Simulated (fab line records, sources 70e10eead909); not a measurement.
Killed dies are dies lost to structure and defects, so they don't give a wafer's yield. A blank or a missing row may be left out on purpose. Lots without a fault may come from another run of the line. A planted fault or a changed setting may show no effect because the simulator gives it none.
Which tool did it? | flow nand_harc | 11 lots, 33 wafers sampled, at 5 steps of a route of 1159

WHAT THE GAUGES READ, wafer by wafer
NHARC_P_GATE_CD_MEAS_91: target cd 2000 nm.
lot  | measured     | on        | cd_nm (nm)
L996 | day 5 19:27  | cd_sem-03 | 1998.6 1998.5 2001.9
L998 | day 5 22:12  | cd_sem-03 | 2000.8 2001.1 2000.1
L997 | day 5 22:52  | cd_sem-01 | 2003.6 2003.1 2002.9
L999 | day 6 05:01  | cd_sem-02 | 1998.5 1998.6 2000.5
L103 | day 7 12:15  | cd_sem-03 | 2002.5 2002.5 1998.7
L106 | day 7 21:23  | cd_sem-03 | 2004.8 2000.6 2004.0
L109 | day 8 12:56  | cd_sem-03 | 2259.7 2258.9 2257.0
L108 | day 8 13:06  | cd_sem-02 | 2002.9 2001.0 2000.5
L116 | day 10 16:32 | cd_sem-01 | 1998.9 1996.7 1996.6
L117 | day 10 19:45 | cd_sem-01 | 1997.5 1999.6 1998.8
L118 | day 11 05:01 | cd_sem-01 | 1997.2 1998.4 1998.8

WHICH TOOL RAN EACH LOT (tool, then ch and the chambers of the sampled wafers, then the start)
lot  | NHARC_P_GATE_STRIP_108             | NHARC_P_GATE_ETCHBACK_37                      | NHARC_P_GATE_STRIP_101             | NHARC_P_GATE_EXPOSE_88
L996 | rie_diel-07 ch 1,2,3, day 5 02:38  | rie_diel-06 ch 0,3, day 5 15:00 or earlier    | rie_diel-06 ch 1,2, day 5 15:00    | krf_scanner-02 ch 0, day 5 19:17
L998 | rie_diel-06 ch 0,1,3, day 5 07:32  | rie_diel-07 ch 0,2,3, day 5 17:52 or earlier  | rie_diel-07 ch 1,2,3, day 5 17:52  | krf_scanner-02 ch 0, day 5 22:03
L997 | rie_diel-06 ch 0,2,3, day 5 08:05  | rie_diel-02 ch 0,1,3, day 5 18:22 or earlier  | rie_diel-02 ch 0,1,3, day 5 18:22  | krf_scanner-04 ch 0, day 5 22:43
L999 | rie_diel-06 ch 1,2, day 5 14:11    | rie_diel-07 ch 1,2, day 6 00:32 or earlier    | rie_diel-07 ch 0,2,3, day 6 00:32  | krf_scanner-01 ch 0, day 6 04:52
L103 | rie_diel-02 ch 0,1,2, day 6 21:28  | rie_diel-07 ch 0,1, day 7 07:39 or earlier    | rie_diel-07 ch 0,1, day 7 07:39    | krf_scanner-02 ch 0, day 7 12:05
L106 | rie_diel-02 ch 0,2, day 7 05:19    | rie_diel-06 ch 1,2,3, day 7 16:59 or earlier  | rie_diel-06 ch 1,3, day 7 16:59    | krf_scanner-02 ch 0, day 7 21:13
L109 | rie_diel-07 ch 0,1,3, day 7 22:19  | rie_diel-06 ch 1,2, day 8 08:32 or earlier    | rie_diel-06 ch 0,1,2, day 8 08:32  | krf_scanner-04 ch 0, day 8 12:46
L108 | rie_diel-02 ch 1,2, day 7 22:31    | rie_diel-07 ch 1,2,3, day 8 08:41 or earlier  | rie_diel-07 ch 0,2,3, day 8 08:41  | krf_scanner-01 ch 0, day 8 12:56
L116 | rie_diel-07 ch 0,1,2, day 9 22:37  | rie_diel-07 ch 0,2,3, day 10 08:58 or earlier | rie_diel-07 ch 2,3, day 10 08:58   | krf_scanner-02 ch 0, day 10 16:23
L117 | rie_diel-06 ch 0,2,3, day 10 05:07 | rie_diel-02 ch 1,2,3, day 10 15:23 or earlier | rie_diel-02 ch 1,2,3, day 10 15:23 | krf_scanner-02 ch 0, day 10 19:35
L118 | rie_diel-02 ch 0,2,3, day 10 12:14 | rie_diel-07 ch 0,1,2, day 11 00:44 or earlier | rie_diel-07 ch 0,1,3, day 11 00:44 | krf_scanner-04 ch 0, day 11 04:52
- NHARC_P_GATE_STRIP_108: strips in O2.
- NHARC_P_GATE_ETCHBACK_37: etches the open film in CHF3/O2, target depth 34.5 nm, time 17.2 s.
- NHARC_P_GATE_STRIP_101: strips in O2, time 20 s.
- NHARC_P_GATE_EXPOSE_88: exposes mask P HVN, target cd 2000 nm.

THE ANSWER, worked out from the rows above alone
Rule: what is usual is taken from the lots themselves. Put in order of their means at a reading, lots are off if they are a third of the lots or fewer, leave a main group of 4 or more, and stand apart from it by a gap of 3 or more times the standard deviation of the main group's means; of several such gaps the widest counts. A main group whose means are all the same, to the digits that the tables above print for the reading, isn't used. A lot without any number at a reading at which 4 lots or more have one is off too. The other lots that the step has rows for count as sound.
Off: L109, at NHARC_P_GATE_CD_MEAS_91 (cd_nm). The main group: mean 2000.3 nm, standard deviation 1.9.
A tool fits if, at a process step before that reading, it ran every lot that is off, and no sound lot after the first of them. The gauges at NHARC_P_GATE_CD_MEAS_91 are tried like those tools. NHARC_P_GATE_ETCHBACK_37 gives no start for some lots, so the hours and the order of its lots are those of NHARC_P_GATE_STRIP_101. Can't be told from this: 2 tools fit, rie_diel-06 at NHARC_P_GATE_ETCHBACK_37 and NHARC_P_GATE_STRIP_101, cd_sem-03 at NHARC_P_GATE_CD_MEAS_91.

WHAT THE SIMULATOR HAD PUT IN
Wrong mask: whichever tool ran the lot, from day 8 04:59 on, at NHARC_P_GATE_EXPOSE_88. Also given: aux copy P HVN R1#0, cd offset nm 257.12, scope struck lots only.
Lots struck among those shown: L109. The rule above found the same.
